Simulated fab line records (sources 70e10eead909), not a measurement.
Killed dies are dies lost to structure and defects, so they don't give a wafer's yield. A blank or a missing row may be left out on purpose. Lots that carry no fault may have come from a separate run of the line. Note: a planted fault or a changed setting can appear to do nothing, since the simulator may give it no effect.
The tool behind it: which one? / flow nandHarc / 11 lots, 33 wafers sampled, at 5 steps of a route of 1302

## WHAT EACH GAUGE READ, for each wafer
NHARC_END_SORT_01.
lot=L167; measured=day 25 01:37; on=prober-01; killedAtArray=55 47 47; killedAtOther=0 1 0; killedAtPeriphery=2 6 1; killedDies=57 54 48; killedOpen=4 5 6; killedShort=2 1 1
lot=L168; measured=day 25 13:22; on=prober-02; killedAtArray=43 36 49; killedAtOther=0 0 0; killedAtPeriphery=3 3 2; killedDies=46 39 51; killedOpen=4 3 3; killedShort=1 1 1
lot=L172; measured=day 26 05:04; on=prober-02; killedAtArray=43 59 39; killedAtOther=0 0 0; killedAtPeriphery=3 4 3; killedDies=46 63 42; killedOpen=5 4 4; killedShort=4 1 3
lot=L177; measured=day 29 04:44; on=prober-01; killedAtArray=42 50 43; killedAtOther=0 0 0; killedAtPeriphery=5 7 5; killedDies=47 57 48; killedOpen=4 3 3; killedShort=3 1 2
lot=L179; measured=day 30 04:32; on=prober-02; killedAtArray=71 55 78; killedAtOther=0 0 0; killedAtPeriphery=4 4 4; killedDies=75 59 82; killedOpen=2 2 2; killedShort=2 3 3
lot=L182; measured=day 30 20:09; on=prober-01; killedAtArray=85 82 668; killedAtOther=0 0 0; killedAtPeriphery=1 3 9; killedDies=86 85 677; killedOpen=4 1 2; killedShort=2 7 2
lot=L190; measured=day 33 19:35; on=prober-02; killedAtArray=66 76 68; killedAtOther=1 0 2; killedAtPeriphery=1 4 3; killedDies=68 80 73; killedOpen=2 8 1; killedShort=3 6 2

## WHAT TOOL EACH LOT RAN ON (gives the tool, then ch and the chambers of the sampled wafers, and finally the start)
lot=L167; NHARC_A_STAIRCASE_ETCH_221=rieDiel-09 ch 0,1, day 16 11:27 or earlier; NHARC_A_STAIRCASE_ETCH_223=rieDiel-09 ch 0,1,3, day 16 11:27 or earlier; NHARC_A_STAIRCASE_TRIM_226=rieDiel-09 ch 1,2,3, day 16 11:27 or earlier; NHARC_A_STAIRCASE_TRIM_233=rieDiel-09 ch 0,1, day 16 11:27
lot=L168; NHARC_A_STAIRCASE_ETCH_221=rieDiel-06 ch 1,3, day 16 13:35 or earlier; NHARC_A_STAIRCASE_ETCH_223=rieDiel-06 ch 2,3, day 16 13:35 or earlier; NHARC_A_STAIRCASE_TRIM_226=rieDiel-06 ch 1,2, day 16 13:35 or earlier; NHARC_A_STAIRCASE_TRIM_233=rieDiel-06 ch 1,2,3, day 16 13:35
lot=L169; NHARC_A_STAIRCASE_ETCH_221=rieDiel-03 ch 1,2,3, day 17 07:47 or earlier; NHARC_A_STAIRCASE_ETCH_223=rieDiel-03 ch 0,1,2, day 17 07:47 or earlier; NHARC_A_STAIRCASE_TRIM_226=rieDiel-03 ch 0,1,2, day 17 07:47 or earlier; NHARC_A_STAIRCASE_TRIM_233=rieDiel-03 ch 1,2,3, day 17 07:47
lot=L172; NHARC_A_STAIRCASE_ETCH_221=rieDiel-09 ch 1,2, day 18 02:09 or earlier; NHARC_A_STAIRCASE_ETCH_223=rieDiel-09 ch 1,2,3, day 18 02:09 or earlier; NHARC_A_STAIRCASE_TRIM_226=rieDiel-09 ch 1,2,3, day 18 02:09 or earlier; NHARC_A_STAIRCASE_TRIM_233=rieDiel-09 ch 1,3, day 18 02:09
lot=L174; NHARC_A_STAIRCASE_ETCH_221=rieDiel-03 ch 0,1,2, day 18 19:48 or earlier; NHARC_A_STAIRCASE_ETCH_223=rieDiel-03 ch 0,1,3, day 18 19:48 or earlier; NHARC_A_STAIRCASE_TRIM_226=rieDiel-03 ch 0,2,3, day 18 19:48 or earlier; NHARC_A_STAIRCASE_TRIM_233=rieDiel-03 ch 0,1,3, day 18 19:48
lot=L175; NHARC_A_STAIRCASE_ETCH_221=rieDiel-03 ch 0,2,3, day 19 17:18 or earlier; NHARC_A_STAIRCASE_ETCH_223=rieDiel-03 ch 0,2,3, day 19 17:18 or earlier; NHARC_A_STAIRCASE_TRIM_226=rieDiel-03 ch 1,2,3, day 19 17:18 or earlier; NHARC_A_STAIRCASE_TRIM_233=rieDiel-03 ch 0,1,2, day 19 17:18
lot=L177; NHARC_A_STAIRCASE_ETCH_221=rieDiel-06 ch 0,1,3, day 20 12:21 or earlier; NHARC_A_STAIRCASE_ETCH_223=rieDiel-06 ch 0,2,3, day 20 12:21 or earlier; NHARC_A_STAIRCASE_TRIM_226=rieDiel-06 ch 0,1,3, day 20 12:21 or earlier; NHARC_A_STAIRCASE_TRIM_233=rieDiel-09 ch 0,2,3, day 20 12:21
lot=L179; NHARC_A_STAIRCASE_ETCH_221=rieDiel-03 ch 2,3, day 21 19:31 or earlier; NHARC_A_STAIRCASE_ETCH_223=rieDiel-03 ch 2,3, day 21 19:31 or earlier; NHARC_A_STAIRCASE_TRIM_226=rieDiel-03 ch 3, day 21 19:31 or earlier; NHARC_A_STAIRCASE_TRIM_233=rieDiel-03 ch 1,2, day 21 19:31
lot=L182; NHARC_A_STAIRCASE_ETCH_221=rieDiel-03 ch 0,1,2, day 22 05:23 or earlier; NHARC_A_STAIRCASE_ETCH_223=rieDiel-03 ch 0,2, day 22 05:23 or earlier; NHARC_A_STAIRCASE_TRIM_226=rieDiel-03 ch 0,1,2, day 22 05:23 or earlier; NHARC_A_STAIRCASE_TRIM_233=rieDiel-09 ch 0,2,3, day 22 05:23
lot=L189; NHARC_A_STAIRCASE_ETCH_221=rieDiel-06 ch 0,1,3, day 24 18:31 or earlier; NHARC_A_STAIRCASE_ETCH_223=rieDiel-06 ch 0,2,3, day 24 18:31 or earlier; NHARC_A_STAIRCASE_TRIM_226=rieDiel-06 ch 1,2,3, day 24 18:31 or earlier; NHARC_A_STAIRCASE_TRIM_233=rieDiel-03 ch 0,1,3, day 24 18:31
lot=L190; NHARC_A_STAIRCASE_ETCH_221=rieDiel-09 ch 0,1,3, day 25 14:45 or earlier; NHARC_A_STAIRCASE_ETCH_223=rieDiel-09 ch 1,2, day 25 14:45 or earlier; NHARC_A_STAIRCASE_TRIM_226=rieDiel-09 ch 1,2,3, day 25 14:45 or earlier; NHARC_A_STAIRCASE_TRIM_233=rieDiel-06 ch 0,1,2, day 25 14:45
- NHARC_A_STAIRCASE_ETCH_221: etches the open film in C4F8/O2, target depth 100 nm, time 40.5 s.
- NHARC_A_STAIRCASE_ETCH_223: etches the open film in C4F8/O2, target depth 100 nm, time 40.5 s.
- NHARC_A_STAIRCASE_TRIM_226: chemistry O2, time 211.2 s.
- NHARC_A_STAIRCASE_TRIM_233: chemistry O2, time 211.2 s.

## AS READ BY THE TOOLS THEMSELVES (means over the sampled wafers that have a number; for cases with no such wafer, the mark the record gives instead)
NHARC_A_STAIRCASE_ETCH_221.
lot=L167; tool=rieDiel-09; oesProductAu (a.u.)=0.963; rfVppV (V)=900
lot=L168; tool=rieDiel-06; oesProductAu (a.u.)=0.929; rfVppV (V)=901
lot=L169; tool=rieDiel-03; oesProductAu (a.u.)=0.930; rfVppV (V)=896
lot=L172; tool=rieDiel-09; oesProductAu (a.u.)=0.954; rfVppV (V)=891
lot=L174; tool=rieDiel-03; oesProductAu (a.u.)=0.953; rfVppV (V)=896
lot=L175; tool=rieDiel-03; oesProductAu (a.u.)=0.942; rfVppV (V)=894
lot=L177; tool=rieDiel-06; oesProductAu (a.u.)=0.933; rfVppV (V)=900
lot=L179; tool=rieDiel-03; oesProductAu (a.u.)=0.924; rfVppV (V)=894
lot=L182; tool=rieDiel-03; oesProductAu (a.u.)=0.934; rfVppV (V)=896
lot=L189; tool=rieDiel-06; oesProductAu (a.u.)=0.935; rfVppV (V)=899
lot=L190; tool=rieDiel-09; oesProductAu (a.u.)=0.958; rfVppV (V)=896

NHARC_A_STAIRCASE_ETCH_223.
lot=L167; tool=rieDiel-09; oesProductAu (a.u.)=0.954; rfVppV (V)=898
lot=L168; tool=rieDiel-06; oesProductAu (a.u.)=0.929; rfVppV (V)=906
lot=L169; tool=rieDiel-03; oesProductAu (a.u.)=0.937; rfVppV (V)=896
lot=L172; tool=rieDiel-09; oesProductAu (a.u.)=0.945; rfVppV (V)=892
lot=L174; tool=rieDiel-03; oesProductAu (a.u.)=0.952; rfVppV (V)=894
lot=L175; tool=rieDiel-03; oesProductAu (a.u.)=0.942; rfVppV (V)=893
lot=L177; tool=rieDiel-06; oesProductAu (a.u.)=0.945; rfVppV (V)=905
lot=L179; tool=rieDiel-03; oesProductAu (a.u.)=0.933; rfVppV (V)=896
lot=L182; tool=rieDiel-03; oesProductAu (a.u.)=0.941; rfVppV (V)=895
lot=L189; tool=rieDiel-06; oesProductAu (a.u.)=0.930; rfVppV (V)=903
lot=L190; tool=rieDiel-09; oesProductAu (a.u.)=0.946; rfVppV (V)=890

NHARC_A_STAIRCASE_TRIM_226.
lot=L167; tool=rieDiel-09; drypumpMotorCurrentA (A)=5.3; oesProductAu (a.u.)=1.007; rfVppV (V)=57.6; runLengthS (s)=232.7; showerheadPlenumPTorr (Torr)=3.44; throttleValvePct (%)=17.035
lot=L168; tool=rieDiel-06; drypumpMotorCurrentA (A)=5.4; oesProductAu (a.u.)=0.997; rfVppV (V)=58.7; runLengthS (s)=232.8; showerheadPlenumPTorr (Torr)=3.67; throttleValvePct (%)=17.032
lot=L169; tool=rieDiel-03; drypumpMotorCurrentA (A)=6.0; oesProductAu (a.u.)=1.012; rfVppV (V)=57.4; runLengthS (s)=232.8; showerheadPlenumPTorr (Torr)=3.53; throttleValvePct (%)=17.041
lot=L172; tool=rieDiel-09; drypumpMotorCurrentA (A)=5.3; oesProductAu (a.u.)=1.006; rfVppV (V)=57.6; runLengthS (s)=232.8; showerheadPlenumPTorr (Torr)=3.44; throttleValvePct (%)=17.033
lot=L174; tool=rieDiel-03; drypumpMotorCurrentA (A)=6.0; oesProductAu (a.u.)=1.004; rfVppV (V)=57.5; runLengthS (s)=232.6; showerheadPlenumPTorr (Torr)=3.46; throttleValvePct (%)=17.041
lot=L175; tool=rieDiel-03; drypumpMotorCurrentA (A)=5.9; oesProductAu (a.u.)=1.004; rfVppV (V)=58.0; runLengthS (s)=232.7; showerheadPlenumPTorr (Torr)=3.53; throttleValvePct (%)=17.039
lot=L177; tool=rieDiel-06; drypumpMotorCurrentA (A)=5.2; oesProductAu (a.u.)=1.005; rfVppV (V)=57.9; runLengthS (s)=233.0; showerheadPlenumPTorr (Torr)=3.65; throttleValvePct (%)=17.042
lot=L179; tool=rieDiel-03; drypumpMotorCurrentA (A)=5.9; oesProductAu (a.u.)=0.992; rfVppV (V)=56.4; runLengthS (s)=232.6; showerheadPlenumPTorr (Torr)=3.40; throttleValvePct (%)=17.044
lot=L182; tool=rieDiel-03; drypumpMotorCurrentA (A)=5.9; oesProductAu (a.u.)=1.000; rfVppV (V)=58.0; runLengthS (s)=233.1; showerheadPlenumPTorr (Torr)=3.51; throttleValvePct (%)=17.041
lot=L189; tool=rieDiel-06; drypumpMotorCurrentA (A)=5.3; oesProductAu (a.u.)=0.992; rfVppV (V)=58.2; runLengthS (s)=232.8; showerheadPlenumPTorr (Torr)=3.64; throttleValvePct (%)=17.047
lot=L190; tool=rieDiel-09; drypumpMotorCurrentA (A)=5.3; oesProductAu (a.u.)=1.000; rfVppV (V)=56.3; runLengthS (s)=232.8; showerheadPlenumPTorr (Torr)=3.40; throttleValvePct (%)=17.031

NHARC_A_STAIRCASE_TRIM_233.
lot=L167; tool=rieDiel-09; drypumpMotorCurrentA (A)=5.7; oesProductAu (a.u.)=1.013; rfVppV (V)=57.5; runLengthS (s)=232.6; showerheadPlenumPTorr (Torr)=3.64; throttleValvePct (%)=17.041
lot=L168; tool=rieDiel-06; drypumpMotorCurrentA (A)=5.3; oesProductAu (a.u.)=1.004; rfVppV (V)=57.8; runLengthS (s)=233.2; showerheadPlenumPTorr (Torr)=3.67; throttleValvePct (%)=17.040
lot=L169; tool=rieDiel-03; drypumpMotorCurrentA (A)=5.8; oesProductAu (a.u.)=1.004; rfVppV (V)=57.4; runLengthS (s)=233.0; showerheadPlenumPTorr (Torr)=3.54; throttleValvePct (%)=17.043
lot=L172; tool=rieDiel-09; drypumpMotorCurrentA (A)=5.1; oesProductAu (a.u.)=1.008; rfVppV (V)=57.2; runLengthS (s)=232.6; showerheadPlenumPTorr (Torr)=3.48; throttleValvePct (%)=17.040
lot=L174; tool=rieDiel-03; drypumpMotorCurrentA (A)=5.8; oesProductAu (a.u.)=1.000; rfVppV (V)=57.7; runLengthS (s)=232.7; showerheadPlenumPTorr (Torr)=3.46; throttleValvePct (%)=17.031
lot=L175; tool=rieDiel-03; drypumpMotorCurrentA (A)=6.0; oesProductAu (a.u.)=1.001; rfVppV (V)=58.0; runLengthS (s)=232.7; showerheadPlenumPTorr (Torr)=3.52; throttleValvePct (%)=17.041
lot=L177; tool=rieDiel-09; drypumpMotorCurrentA (A)=5.4; oesProductAu (a.u.)=1.013; rfVppV (V)=57.6; runLengthS (s)=232.5; showerheadPlenumPTorr (Torr)=3.55; throttleValvePct (%)=17.042
lot=L179; tool=rieDiel-03; drypumpMotorCurrentA (A)=5.9; oesProductAu (a.u.)=1.001; rfVppV (V)=57.3; runLengthS (s)=232.8; showerheadPlenumPTorr (Torr)=3.58; throttleValvePct (%)=17.039
lot=L182; tool=rieDiel-09; drypumpMotorCurrentA (A)=5.4; oesProductAu (a.u.)=1.005; rfVppV (V)=57.2; runLengthS (s)=206.1; showerheadPlenumPTorr (Torr)=3.55; throttleValvePct (%)=17.040
lot=L189; tool=rieDiel-03; drypumpMotorCurrentA (A)=5.9; oesProductAu (a.u.)=0.990; rfVppV (V)=57.9; runLengthS (s)=232.9; showerheadPlenumPTorr (Torr)=3.44; throttleValvePct (%)=17.037
lot=L190; tool=rieDiel-06; drypumpMotorCurrentA (A)=5.4; oesProductAu (a.u.)=0.998; rfVppV (V)=58.2; runLengthS (s)=232.6; showerheadPlenumPTorr (Torr)=3.62; throttleValvePct (%)=17.029

## THE ANSWER, worked out from the rows above alone
Rule: usual is defined by the lots themselves. The widest of any qualifying gaps counts: lots, ordered by their means at a reading, are off when they make up no more than a third of the lots, leave a main group of 4 or more, and stand apart from it by 3 or more times the standard deviation of that group's means. If all means in a main group match to the digits the tables above print for the reading, that group is not used. Also off: a lot with no number at a reading for which 4 or more lots have one. Where the step has rows for the other lots, those lots are counted as sound. Order of review: gauges by route order, followed by the tools' own readings, for which a lot's mean as printed above is used. At the first step where some lot is off, the reading lying furthest off is the one used; lots without a number count as furthest.
Off, at NHARC_END_SORT_01 on killedAtArray: L182. The main group: mean 54, standard deviation 11. Neither off nor sound, because the step has no rows for them: L169, L174, L175, L189.
If a tool, at a process step before that reading, ran all the lots that are off and no sound lot after the first of them, it fits. Not tried: the gauges at NHARC_END_SORT_01; whatever is off there is also off at NHARC_A_STAIRCASE_TRIM_233, on other tools, and gauge error can't account for it. NHARC_A_STAIRCASE_ETCH_221: start missing for some lots; hours and lot order therefore follow NHARC_A_STAIRCASE_TRIM_233. NHARC_A_STAIRCASE_ETCH_223: start missing for some lots; hours and lot order therefore follow NHARC_A_STAIRCASE_TRIM_233. NHARC_A_STAIRCASE_TRIM_226: start missing for some lots; hours and lot order therefore follow NHARC_A_STAIRCASE_TRIM_233. This does not decide it: 2 tools fit, namely rieDiel-03 at NHARC_A_STAIRCASE_ETCH_221 and NHARC_A_STAIRCASE_ETCH_223 and NHARC_A_STAIRCASE_TRIM_226 and rieDiel-09 at NHARC_A_STAIRCASE_TRIM_233.

## WHAT THE SIMULATOR HAD PUT IN
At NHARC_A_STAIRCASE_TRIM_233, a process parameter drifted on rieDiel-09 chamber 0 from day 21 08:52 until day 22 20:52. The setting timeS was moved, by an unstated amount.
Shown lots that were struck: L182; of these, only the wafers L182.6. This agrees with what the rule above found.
